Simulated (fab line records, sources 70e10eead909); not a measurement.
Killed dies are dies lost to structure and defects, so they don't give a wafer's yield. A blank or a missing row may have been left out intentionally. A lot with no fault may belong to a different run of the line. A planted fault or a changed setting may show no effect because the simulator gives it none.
The tool behind it: which one? :: flow nand_harc :: Sampling: 24 lots, 72 wafers, 6 of 1302 route steps

== WHAT EACH GAUGE READ, for each wafer ==
NHARC_A_DECK1_JOINT_INSPECT_05.
lot: L074
measured: day 12 06:57
on: defect_inspect-02
raw_defect_count: 331 216 380

lot: L075
measured: day 12 16:44
on: defect_inspect-02
raw_defect_count: 237 375 170

lot: L076
measured: day 13 06:38
on: defect_inspect-02
raw_defect_count: 213 255 352

lot: L077
measured: day 14 00:20
on: defect_inspect-02
raw_defect_count: 397 404 315

lot: L078
measured: day 14 00:22
on: defect_inspect-01
raw_defect_count: 301 461 252

lot: L079
measured: day 14 10:10
on: defect_inspect-02
raw_defect_count: 386 367 191

lot: L080
measured: day 14 22:35
on: defect_inspect-02
raw_defect_count: 301 192 334

lot: L081
measured: day 15 04:25
on: defect_inspect-02
raw_defect_count: 382 190 587

lot: L082
measured: day 15 04:26
on: defect_inspect-01
raw_defect_count: 293 407 261

lot: L083
measured: day 16 06:42
on: defect_inspect-02
raw_defect_count: 359 253 296

lot: L084
measured: day 16 15:11
on: defect_inspect-02
raw_defect_count: 310 332 213

lot: L085
measured: day 16 18:55
on: defect_inspect-02
raw_defect_count: 511 501 474

lot: L086
measured: day 17 01:56
on: defect_inspect-02
raw_defect_count: 211 381 199

lot: L087
measured: day 17 07:45
on: defect_inspect-01
raw_defect_count: 242 230 262

lot: L088
measured: day 18 21:04
on: defect_inspect-02
raw_defect_count: 220 441 187

lot: L089
measured: day 18 21:14
on: defect_inspect-02
raw_defect_count: 244 413 289

lot: L090
measured: day 19 08:36
on: defect_inspect-02
raw_defect_count: 277 144 190

lot: L091
measured: day 19 08:46
on: defect_inspect-02
raw_defect_count: 264 251 313

lot: L092
measured: day 20 09:28
on: defect_inspect-02
raw_defect_count: 284 254 302

lot: L093
measured: day 20 09:35
on: defect_inspect-02
raw_defect_count: 361 309 337

lot: L094
measured: day 20 09:44
on: defect_inspect-01
raw_defect_count: 431 179 295

lot: L095
measured: day 21 04:40
on: defect_inspect-02
raw_defect_count: 132 261 195

lot: L096
measured: day 21 04:39
on: defect_inspect-01
raw_defect_count: 209 214 183

lot: L097
measured: day 21 14:49
on: defect_inspect-02
raw_defect_count: 228 269 262

NHARC_A_ONON_D2_THK_MEAS_05: measures by ellipsometry.
lot: L074
measured: day 12 08:11
on: film_metro-01
thk_nm (nm): 1003 1002 1002

lot: L075
measured: day 12 17:53
on: film_metro-02
thk_nm (nm): 1002 1004 1004

lot: L076
measured: day 13 07:46
on: film_metro-01
thk_nm (nm): 993 995 993

lot: L077
measured: day 14 01:28
on: film_metro-02
thk_nm (nm): 1008 1009 1006

lot: L078
measured: day 14 01:29
on: film_metro-01
thk_nm (nm): 996 995 996

lot: L079
measured: day 14 11:19
on: film_metro-01
thk_nm (nm): 1004 1004 1003

lot: L080
measured: day 14 23:44
on: film_metro-01
thk_nm (nm): 1006 1007 1004

lot: L081
measured: day 15 05:34
on: film_metro-01
thk_nm (nm): 995 994 993

lot: L082
measured: day 15 05:35
on: film_metro-02
thk_nm (nm): 999 1001 999

lot: L083
measured: day 16 07:50
on: film_metro-01
thk_nm (nm): 1003 1005 1005

lot: L084
measured: day 16 16:20
on: film_metro-01
thk_nm (nm): 990 989 990

lot: L085
measured: day 16 20:03
on: film_metro-01
thk_nm (nm): 998 997 995

lot: L086
measured: day 17 03:04
on: film_metro-01
thk_nm (nm): 991 991 992

lot: L087
measured: day 17 08:53
on: film_metro-02
thk_nm (nm): 995 995 995

lot: L088
measured: day 18 22:13
on: film_metro-02
thk_nm (nm): 999 996 997

lot: L089
measured: day 18 22:23
on: film_metro-01
thk_nm (nm): 1010 1009 1010

lot: L090
measured: day 19 09:53
on: film_metro-01
thk_nm (nm): 998 996 999

lot: L091
measured: day 19 10:16
on: film_metro-02
thk_nm (nm): 1007 1006 1005

lot: L092
measured: day 20 10:37
on: film_metro-02
thk_nm (nm): 977 979 979

lot: L093
measured: day 20 10:43
on: film_metro-01
thk_nm (nm): 1004 1006 1009

lot: L094
measured: day 20 10:52
on: film_metro-02
thk_nm (nm): 994 997 998

lot: L095
measured: day 21 05:48
on: film_metro-02
thk_nm (nm): 987 986 985

lot: L096
measured: day 21 05:47
on: film_metro-01
thk_nm (nm): 992 990 992

lot: L097
measured: day 21 15:56
on: film_metro-01
thk_nm (nm): 1010 1012 1011

== WHAT TOOL EACH LOT RAN ON (gives the tool, then ch and the chambers of the sampled wafers, and finally the start) ==
lot: L074
NHARC_P_BONDPAD_DEP_00: pecvd-03 ch 0,1, day 12 06:57 or earlier
NHARC_P_BONDPAD_PRE_CLEAN_26: pvd_sputter-01, day 12 06:57 or earlier
NHARC_A_CHANNEL_FILL_D1_ALD_03: ald_sin_batch-01 ch 0, day 12 06:57 or earlier
NHARC_A_CHANNEL_FILL_D1_STRIP_29: rie_diel-10 ch 0,2, day 12 06:57 or earlier

lot: L075
NHARC_P_BONDPAD_DEP_00: pecvd-03 ch 0,1,2, day 6 20:42
NHARC_P_BONDPAD_PRE_CLEAN_26: pvd_sputter-02, day 12 16:44 or earlier
NHARC_A_CHANNEL_FILL_D1_ALD_03: ald_sin_batch-02 ch 0, day 12 16:44 or earlier
NHARC_A_CHANNEL_FILL_D1_STRIP_29: rie_diel-06 ch 2,3, day 12 16:44 or earlier

lot: L076
NHARC_P_BONDPAD_DEP_00: pecvd-03 ch 0,1,2, day 7 09:17
NHARC_P_BONDPAD_PRE_CLEAN_26: pvd_sputter-01, day 13 06:38 or earlier
NHARC_A_CHANNEL_FILL_D1_ALD_03: ald_sin_batch-02 ch 0, day 13 06:38 or earlier
NHARC_A_CHANNEL_FILL_D1_STRIP_29: rie_diel-06 ch 0,1,2, day 13 06:38 or earlier

lot: L077
NHARC_P_BONDPAD_DEP_00: pecvd-01 ch 0,2, day 7 14:41
NHARC_P_BONDPAD_PRE_CLEAN_26: pvd_sputter-01, day 14 00:20 or earlier
NHARC_A_CHANNEL_FILL_D1_ALD_03: ald_sin_batch-02 ch 0, day 14 00:20 or earlier
NHARC_A_CHANNEL_FILL_D1_STRIP_29: rie_diel-06 ch 1,2, day 14 00:20 or earlier

lot: L078
NHARC_P_BONDPAD_DEP_00: pecvd-04 ch 1,2, day 8 01:17
NHARC_P_BONDPAD_PRE_CLEAN_26: pvd_sputter-02, day 14 00:22 or earlier
NHARC_A_CHANNEL_FILL_D1_ALD_03: ald_sin_batch-01 ch 0, day 14 00:22 or earlier
NHARC_A_CHANNEL_FILL_D1_STRIP_29: rie_diel-13 ch 0,2, day 14 00:22 or earlier

lot: L079
NHARC_P_BONDPAD_DEP_00: pecvd-04 ch 1,2, day 8 12:12
NHARC_P_BONDPAD_PRE_CLEAN_26: pvd_sputter-01, day 14 10:10 or earlier
NHARC_A_CHANNEL_FILL_D1_ALD_03: ald_sin_batch-02 ch 0, day 14 10:10 or earlier
NHARC_A_CHANNEL_FILL_D1_STRIP_29: rie_diel-06 ch 1,2,3, day 14 10:10 or earlier

lot: L080
NHARC_P_BONDPAD_DEP_00: pecvd-01 ch 0,1,2, day 14 22:35 or earlier
NHARC_P_BONDPAD_PRE_CLEAN_26: pvd_sputter-03, day 14 22:35 or earlier
NHARC_A_CHANNEL_FILL_D1_ALD_03: ald_sin_batch-01 ch 0, day 14 22:35 or earlier
NHARC_A_CHANNEL_FILL_D1_STRIP_29: rie_diel-10 ch 0,1,2, day 14 22:35 or earlier

lot: L081
NHARC_P_BONDPAD_DEP_00: pecvd-01 ch 0,1,2, day 15 04:25 or earlier
NHARC_P_BONDPAD_PRE_CLEAN_26: pvd_sputter-02, day 15 04:25 or earlier
NHARC_A_CHANNEL_FILL_D1_ALD_03: ald_sin_batch-03 ch 0, day 15 04:25 or earlier
NHARC_A_CHANNEL_FILL_D1_STRIP_29: rie_diel-13 ch 0,1,2, day 15 04:25 or earlier

lot: L082
NHARC_P_BONDPAD_DEP_00: pecvd-03 ch 0,1,2, day 9 19:51
NHARC_P_BONDPAD_PRE_CLEAN_26: pvd_sputter-02, day 13 14:51 or earlier
NHARC_A_CHANNEL_FILL_D1_ALD_03: ald_sin_batch-01 ch 0, day 13 14:51 or earlier
NHARC_A_CHANNEL_FILL_D1_STRIP_29: rie_diel-06 ch 0,2,3, day 13 14:51

lot: L083
NHARC_P_BONDPAD_DEP_00: pecvd-03 ch 1,2, day 10 10:34
NHARC_P_BONDPAD_PRE_CLEAN_26: pvd_sputter-02, day 16 06:42 or earlier
NHARC_A_CHANNEL_FILL_D1_ALD_03: ald_sin_batch-01 ch 0, day 16 06:42 or earlier
NHARC_A_CHANNEL_FILL_D1_STRIP_29: rie_diel-10 ch 0,2,3, day 16 06:42 or earlier

lot: L084
NHARC_P_BONDPAD_DEP_00: pecvd-04 ch 0,2, day 16 15:11 or earlier
NHARC_P_BONDPAD_PRE_CLEAN_26: pvd_sputter-02, day 16 15:11 or earlier
NHARC_A_CHANNEL_FILL_D1_ALD_03: ald_sin_batch-01 ch 0, day 16 15:11 or earlier
NHARC_A_CHANNEL_FILL_D1_STRIP_29: rie_diel-06 ch 1,2,3, day 16 15:11 or earlier

lot: L085
NHARC_P_BONDPAD_DEP_00: pecvd-03 ch 0,1,2, day 16 18:55 or earlier
NHARC_P_BONDPAD_PRE_CLEAN_26: pvd_sputter-01, day 16 18:55 or earlier
NHARC_A_CHANNEL_FILL_D1_ALD_03: ald_sin_batch-03 ch 0, day 16 18:55 or earlier
NHARC_A_CHANNEL_FILL_D1_STRIP_29: rie_diel-10 ch 0,1,3, day 16 18:55 or earlier

lot: L086
NHARC_P_BONDPAD_DEP_00: pecvd-03 ch 0,1,2, day 11 07:32
NHARC_P_BONDPAD_PRE_CLEAN_26: pvd_sputter-03, day 17 01:56 or earlier
NHARC_A_CHANNEL_FILL_D1_ALD_03: ald_sin_batch-02 ch 0, day 17 01:56 or earlier
NHARC_A_CHANNEL_FILL_D1_STRIP_29: rie_diel-10 ch 0,1,2, day 17 01:56 or earlier

lot: L087
NHARC_P_BONDPAD_DEP_00: pecvd-03 ch 0,1,2, day 11 20:01
NHARC_P_BONDPAD_PRE_CLEAN_26: pvd_sputter-03, day 17 07:45 or earlier
NHARC_A_CHANNEL_FILL_D1_ALD_03: ald_sin_batch-01 ch 0, day 17 07:45 or earlier
NHARC_A_CHANNEL_FILL_D1_STRIP_29: rie_diel-13 ch 2,3, day 17 07:45 or earlier

lot: L088
NHARC_P_BONDPAD_DEP_00: pecvd-03 ch 0,1,2, day 12 22:22
NHARC_P_BONDPAD_PRE_CLEAN_26: pvd_sputter-02, day 18 21:04 or earlier
NHARC_A_CHANNEL_FILL_D1_ALD_03: ald_sin_batch-01 ch 0, day 18 21:04 or earlier
NHARC_A_CHANNEL_FILL_D1_STRIP_29: rie_diel-13 ch 1,3, day 18 21:04 or earlier

lot: L089
NHARC_P_BONDPAD_DEP_00: pecvd-03 ch 0,2, day 12 23:25
NHARC_P_BONDPAD_PRE_CLEAN_26: pvd_sputter-01, day 18 21:14 or earlier
NHARC_A_CHANNEL_FILL_D1_ALD_03: ald_sin_batch-01 ch 0, day 18 21:14 or earlier
NHARC_A_CHANNEL_FILL_D1_STRIP_29: rie_diel-06 ch 1,2, day 18 21:14 or earlier

lot: L090
NHARC_P_BONDPAD_DEP_00: pecvd-01 ch 0,2, day 13 08:13
NHARC_P_BONDPAD_PRE_CLEAN_26: pvd_sputter-01, day 19 08:36 or earlier
NHARC_A_CHANNEL_FILL_D1_ALD_03: ald_sin_batch-02 ch 0, day 19 08:36 or earlier
NHARC_A_CHANNEL_FILL_D1_STRIP_29: rie_diel-06 ch 2,3, day 19 08:36 or earlier

lot: L091
NHARC_P_BONDPAD_DEP_00: pecvd-04 ch 1,2, day 19 08:46 or earlier
NHARC_P_BONDPAD_PRE_CLEAN_26: pvd_sputter-01, day 19 08:46 or earlier
NHARC_A_CHANNEL_FILL_D1_ALD_03: ald_sin_batch-02 ch 0, day 19 08:46 or earlier
NHARC_A_CHANNEL_FILL_D1_STRIP_29: rie_diel-13 ch 0,1,2, day 19 08:46 or earlier

lot: L092
NHARC_P_BONDPAD_DEP_00: pecvd-04 ch 0,1,2, day 20 09:28 or earlier
NHARC_P_BONDPAD_PRE_CLEAN_26: pvd_sputter-03, day 20 09:28 or earlier
NHARC_A_CHANNEL_FILL_D1_ALD_03: ald_sin_batch-02 ch 0, day 20 09:28 or earlier
NHARC_A_CHANNEL_FILL_D1_STRIP_29: rie_diel-13 ch 0,3, day 20 09:28 or earlier

lot: L093
NHARC_P_BONDPAD_DEP_00: pecvd-03 ch 0,1, day 14 17:18
NHARC_P_BONDPAD_PRE_CLEAN_26: pvd_sputter-02, day 20 09:35 or earlier
NHARC_A_CHANNEL_FILL_D1_ALD_03: ald_sin_batch-01 ch 0, day 20 09:35 or earlier
NHARC_A_CHANNEL_FILL_D1_STRIP_29: rie_diel-06 ch 0,1, day 20 09:35 or earlier

lot: L094
NHARC_P_BONDPAD_DEP_00: pecvd-04 ch 0,2, day 14 18:24
NHARC_P_BONDPAD_PRE_CLEAN_26: pvd_sputter-03, day 20 09:44 or earlier
NHARC_A_CHANNEL_FILL_D1_ALD_03: ald_sin_batch-01 ch 0, day 20 09:44 or earlier
NHARC_A_CHANNEL_FILL_D1_STRIP_29: rie_diel-13 ch 0,3, day 20 09:44 or earlier

lot: L095
NHARC_P_BONDPAD_DEP_00: pecvd-01 ch 0,1,2, day 15 10:43
NHARC_P_BONDPAD_PRE_CLEAN_26: pvd_sputter-01, day 21 04:40 or earlier
NHARC_A_CHANNEL_FILL_D1_ALD_03: ald_sin_batch-01 ch 0, day 21 04:40 or earlier
NHARC_A_CHANNEL_FILL_D1_STRIP_29: rie_diel-06 ch 0,3, day 21 04:40 or earlier

lot: L096
NHARC_P_BONDPAD_DEP_00: pecvd-03 ch 1,2, day 15 15:04
NHARC_P_BONDPAD_PRE_CLEAN_26: pvd_sputter-02, day 21 04:39 or earlier
NHARC_A_CHANNEL_FILL_D1_ALD_03: ald_sin_batch-01 ch 0, day 21 04:39 or earlier
NHARC_A_CHANNEL_FILL_D1_STRIP_29: rie_diel-10 ch 0,1,2, day 21 04:39 or earlier

lot: L097
NHARC_P_BONDPAD_DEP_00: pecvd-01 ch 0,1,2, day 15 22:20
NHARC_P_BONDPAD_PRE_CLEAN_26: pvd_sputter-01, day 21 14:49 or earlier
NHARC_A_CHANNEL_FILL_D1_ALD_03: ald_sin_batch-01 ch 0, day 21 14:49 or earlier
NHARC_A_CHANNEL_FILL_D1_STRIP_29: rie_diel-10 ch 0,2,3, day 21 14:49 or earlier
- NHARC_P_BONDPAD_DEP_00: deposits SiCN, target thk 250 nm.
- NHARC_P_BONDPAD_PRE_CLEAN_26: time 30 s.
- NHARC_A_CHANNEL_FILL_D1_ALD_03: deposits SiNx, target thk 6 nm, pulse time 60 s, ald cycles 58.
- NHARC_A_CHANNEL_FILL_D1_STRIP_29: strips in O2, time 20 s.

== WHAT THE TOOLS THEMSELVES READ (means of the sampled wafers that have a number; where no wafer has one, the mark that the record gives instead) ==
NHARC_P_BONDPAD_DEP_00.
lot: L074
tool: pecvd-03
heater_power_w (W): 519

lot: L075
tool: pecvd-03
heater_power_w (W): 477

lot: L076
tool: pecvd-03
heater_power_w (W): 565

lot: L077
tool: pecvd-01
heater_power_w (W): 484

lot: L078
tool: pecvd-04
heater_power_w (W): 591

lot: L079
tool: pecvd-04
heater_power_w (W): 594

lot: L080
tool: pecvd-01
heater_power_w (W): 570

lot: L081
tool: pecvd-01
heater_power_w (W): 543

lot: L082
tool: pecvd-03
heater_power_w (W): 554

lot: L083
tool: pecvd-03
heater_power_w (W): 632

lot: L084
tool: pecvd-04
heater_power_w (W): 657

lot: L085
tool: pecvd-03
heater_power_w (W): 565

lot: L086
tool: pecvd-03
heater_power_w (W): 510

lot: L087
tool: pecvd-03
heater_power_w (W): 558

lot: L088
tool: pecvd-03
heater_power_w (W): 535

lot: L089
tool: pecvd-03
heater_power_w (W): 561

lot: L090
tool: pecvd-01
heater_power_w (W): 510

lot: L091
tool: pecvd-04
heater_power_w (W): 623

lot: L092
tool: pecvd-04
heater_power_w (W): 625

lot: L093
tool: pecvd-03
heater_power_w (W): 484

lot: L094
tool: pecvd-04
heater_power_w (W): 553

lot: L095
tool: pecvd-01
heater_power_w (W): 557

lot: L096
tool: pecvd-03
heater_power_w (W): 662

lot: L097
tool: pecvd-01
heater_power_w (W): 586

NHARC_P_BONDPAD_PRE_CLEAN_26.
lot: L074
tool: pvd_sputter-01
heater_power_w (W): 399

lot: L075
tool: pvd_sputter-02
heater_power_w (W): 392

lot: L076
tool: pvd_sputter-01
heater_power_w (W): 404

lot: L077
tool: pvd_sputter-01
heater_power_w (W): 426

lot: L078
tool: pvd_sputter-02
heater_power_w (W): 392

lot: L079
tool: pvd_sputter-01
heater_power_w (W): 431

lot: L080
tool: pvd_sputter-03
heater_power_w (W): 441

lot: L081
tool: pvd_sputter-02
heater_power_w (W): 454

lot: L082
tool: pvd_sputter-02
heater_power_w (W): 397

lot: L083
tool: pvd_sputter-02
heater_power_w (W): 452

lot: L084
tool: pvd_sputter-02
heater_power_w (W): 455

lot: L085
tool: pvd_sputter-01
heater_power_w (W): 417

lot: L086
tool: pvd_sputter-03
heater_power_w (W): 417

lot: L087
tool: pvd_sputter-03
heater_power_w (W): 423

lot: L088
tool: pvd_sputter-02
heater_power_w (W): 459

lot: L089
tool: pvd_sputter-01
heater_power_w (W): 386

lot: L090
tool: pvd_sputter-01
heater_power_w (W): 406

lot: L091
tool: pvd_sputter-01
heater_power_w (W): 396

lot: L092
tool: pvd_sputter-03
heater_power_w (W): 407

lot: L093
tool: pvd_sputter-02
heater_power_w (W): 450

lot: L094
tool: pvd_sputter-03
heater_power_w (W): 418

lot: L095
tool: pvd_sputter-01
heater_power_w (W): 420

lot: L096
tool: pvd_sputter-02
heater_power_w (W): 496

lot: L097
tool: pvd_sputter-01
heater_power_w (W): 404

NHARC_A_CHANNEL_FILL_D1_ALD_03.
lot: L074
tool: ald_sin_batch-01
precursor_pulse_height_rel: 1.003

lot: L075
tool: ald_sin_batch-02
precursor_pulse_height_rel: 0.997

lot: L076
tool: ald_sin_batch-02
precursor_pulse_height_rel: 1.009

lot: L077
tool: ald_sin_batch-02
precursor_pulse_height_rel: 1.001

lot: L078
tool: ald_sin_batch-01
precursor_pulse_height_rel: 0.987

lot: L079
tool: ald_sin_batch-02
precursor_pulse_height_rel: 0.985

lot: L080
tool: ald_sin_batch-01
precursor_pulse_height_rel: 0.998

lot: L081
tool: ald_sin_batch-03
precursor_pulse_height_rel: 1.005

lot: L082
tool: ald_sin_batch-01
precursor_pulse_height_rel: 1.001

lot: L083
tool: ald_sin_batch-01
precursor_pulse_height_rel: 0.989

lot: L084
tool: ald_sin_batch-01
precursor_pulse_height_rel: 0.991

lot: L085
tool: ald_sin_batch-03
precursor_pulse_height_rel: 1.002

lot: L086
tool: ald_sin_batch-02
precursor_pulse_height_rel: 0.997

lot: L087
tool: ald_sin_batch-01
precursor_pulse_height_rel: 1.005

lot: L088
tool: ald_sin_batch-01
precursor_pulse_height_rel: 1.002

lot: L089
tool: ald_sin_batch-01
precursor_pulse_height_rel: 1.006

lot: L090
tool: ald_sin_batch-02
precursor_pulse_height_rel: 0.992

lot: L091
tool: ald_sin_batch-02
precursor_pulse_height_rel: 1.000

lot: L092
tool: ald_sin_batch-02
precursor_pulse_height_rel: 1.019

lot: L093
tool: ald_sin_batch-01
precursor_pulse_height_rel: 0.996

lot: L094
tool: ald_sin_batch-01
precursor_pulse_height_rel: 0.997

lot: L095
tool: ald_sin_batch-01
precursor_pulse_height_rel: 1.009

lot: L096
tool: ald_sin_batch-01
precursor_pulse_height_rel: 0.982

lot: L097
tool: ald_sin_batch-01
precursor_pulse_height_rel: 1.002

NHARC_A_CHANNEL_FILL_D1_STRIP_29.
lot: L074
tool: rie_diel-10
drypump_motor_current_A (A): 5.7
oes_product_au (a.u.): 0.996
rf_vpp_V (V): 57.7
showerhead_plenum_p_Torr (Torr): 3.46
throttle_valve_pct (%): 17.033

lot: L075
tool: rie_diel-06
drypump_motor_current_A (A): 6.5
oes_product_au (a.u.): 1.000
rf_vpp_V (V): 57.8
showerhead_plenum_p_Torr (Torr): 3.57
throttle_valve_pct (%): 17.037

lot: L076
tool: rie_diel-06
drypump_motor_current_A (A): 6.0
oes_product_au (a.u.): 0.993
rf_vpp_V (V): 57.8
showerhead_plenum_p_Torr (Torr): 3.60
throttle_valve_pct (%): 17.034

lot: L077
tool: rie_diel-06
drypump_motor_current_A (A): 5.9
oes_product_au (a.u.): 0.988
rf_vpp_V (V): 58.5
showerhead_plenum_p_Torr (Torr): 3.63
throttle_valve_pct (%): 17.033

lot: L078
tool: rie_diel-13
drypump_motor_current_A (A): 5.7
oes_product_au (a.u.): 0.997
rf_vpp_V (V): 58.2
showerhead_plenum_p_Torr (Torr): 3.59
throttle_valve_pct (%): 17.041

lot: L079
tool: rie_diel-06
drypump_motor_current_A (A): 6.1
oes_product_au (a.u.): 1.004
rf_vpp_V (V): 57.6
showerhead_plenum_p_Torr (Torr): 3.62
throttle_valve_pct (%): 17.044

lot: L080
tool: rie_diel-10
drypump_motor_current_A (A): 5.8
oes_product_au (a.u.): 1.001
rf_vpp_V (V): 58.1
showerhead_plenum_p_Torr (Torr): 3.55
throttle_valve_pct (%): 17.029

lot: L081
tool: rie_diel-13
drypump_motor_current_A (A): 5.7
oes_product_au (a.u.): 1.003
rf_vpp_V (V): 57.8
showerhead_plenum_p_Torr (Torr): 3.59
throttle_valve_pct (%): 17.037

lot: L082
tool: rie_diel-06
drypump_motor_current_A (A): 6.1
oes_product_au (a.u.): 1.002
rf_vpp_V (V): 58.2
showerhead_plenum_p_Torr (Torr): 3.59
throttle_valve_pct (%): 17.034

lot: L083
tool: rie_diel-10
drypump_motor_current_A (A): 5.8
oes_product_au (a.u.): 1.008
rf_vpp_V (V): 57.7
showerhead_plenum_p_Torr (Torr): 3.55
throttle_valve_pct (%): 17.044

lot: L084
tool: rie_diel-06
drypump_motor_current_A (A): 6.1
oes_product_au (a.u.): 1.004
rf_vpp_V (V): 58.4
showerhead_plenum_p_Torr (Torr): 3.62
throttle_valve_pct (%): 17.039

lot: L085
tool: rie_diel-10
drypump_motor_current_A (A): 5.8
oes_product_au (a.u.): 1.005
rf_vpp_V (V): 57.8
showerhead_plenum_p_Torr (Torr): 3.64
throttle_valve_pct (%): 17.035

lot: L086
tool: rie_diel-10
drypump_motor_current_A (A): 5.8
oes_product_au (a.u.): 1.000
rf_vpp_V (V): 57.9
showerhead_plenum_p_Torr (Torr): 3.55
throttle_valve_pct (%): 17.034

lot: L087
tool: rie_diel-13
drypump_motor_current_A (A): 5.4
oes_product_au (a.u.): 0.981
rf_vpp_V (V): 58.4
showerhead_plenum_p_Torr (Torr): 3.66
throttle_valve_pct (%): 17.042

lot: L088
tool: rie_diel-13
drypump_motor_current_A (A): 5.2
oes_product_au (a.u.): 0.993
rf_vpp_V (V): 58.7
showerhead_plenum_p_Torr (Torr): 3.64
throttle_valve_pct (%): 17.042

lot: L089
tool: rie_diel-06
drypump_motor_current_A (A): 6.3
oes_product_au (a.u.): 1.013
rf_vpp_V (V): 58.3
showerhead_plenum_p_Torr (Torr): 3.57
throttle_valve_pct (%): 17.034

lot: L090
tool: rie_diel-06
drypump_motor_current_A (A): 6.5
oes_product_au (a.u.): 1.011
rf_vpp_V (V): 57.5
showerhead_plenum_p_Torr (Torr): 3.56
throttle_valve_pct (%): 17.029

lot: L091
tool: rie_diel-13
drypump_motor_current_A (A): 5.7
oes_product_au (a.u.): 0.991
rf_vpp_V (V): 58.4
showerhead_plenum_p_Torr (Torr): 3.59
throttle_valve_pct (%): 17.039

lot: L092
tool: rie_diel-13
drypump_motor_current_A (A): 5.8
oes_product_au (a.u.): 1.003
rf_vpp_V (V): 57.7
showerhead_plenum_p_Torr (Torr): 3.50
throttle_valve_pct (%): 17.040

lot: L093
tool: rie_diel-06
drypump_motor_current_A (A): 5.6
oes_product_au (a.u.): 0.987
rf_vpp_V (V): 57.2
showerhead_plenum_p_Torr (Torr): 3.61
throttle_valve_pct (%): 17.038

lot: L094
tool: rie_diel-13
drypump_motor_current_A (A): 5.8
oes_product_au (a.u.): 1.002
rf_vpp_V (V): 58.1
showerhead_plenum_p_Torr (Torr): 3.50
throttle_valve_pct (%): 17.033

lot: L095
tool: rie_diel-06
drypump_motor_current_A (A): 5.8
oes_product_au (a.u.): 1.000
rf_vpp_V (V): 57.5
showerhead_plenum_p_Torr (Torr): 3.60
throttle_valve_pct (%): 17.036

lot: L096
tool: rie_diel-10
drypump_motor_current_A (A): 5.8
oes_product_au (a.u.): 1.005
rf_vpp_V (V): 58.3
showerhead_plenum_p_Torr (Torr): 3.55
throttle_valve_pct (%): 17.036

lot: L097
tool: rie_diel-10
drypump_motor_current_A (A): 5.7
oes_product_au (a.u.): 1.008
rf_vpp_V (V): 56.8
showerhead_plenum_p_Torr (Torr): 3.55
throttle_valve_pct (%): 17.042

== THE ANSWER, worked out from the rows above alone ==
Rule: the usual values come from the lots themselves. The widest of any qualifying gaps counts: lots, ordered by their means at a reading, are off when they make up no more than a third of the lots, leave a main group of 4 or more, and stand apart from it by 3 or more times the standard deviation of that group's means. The tables above print the reading to a certain number of digits; a main group whose means all agree to those digits is not used. Also off: a lot with no number at a reading for which 4 or more lots have one. All remaining lots with rows at the step are treated as sound. Order of review: gauges by route order, followed by the tools' own readings, for which a lot's mean as printed above is used. At the first step where some lot is off, the reading lying furthest off is the one used; lots without a number count as furthest.
Across all readings shown, no lot is off: no conclusion can be drawn from this.

== WHAT THE SIMULATOR HAD INSERTED ==
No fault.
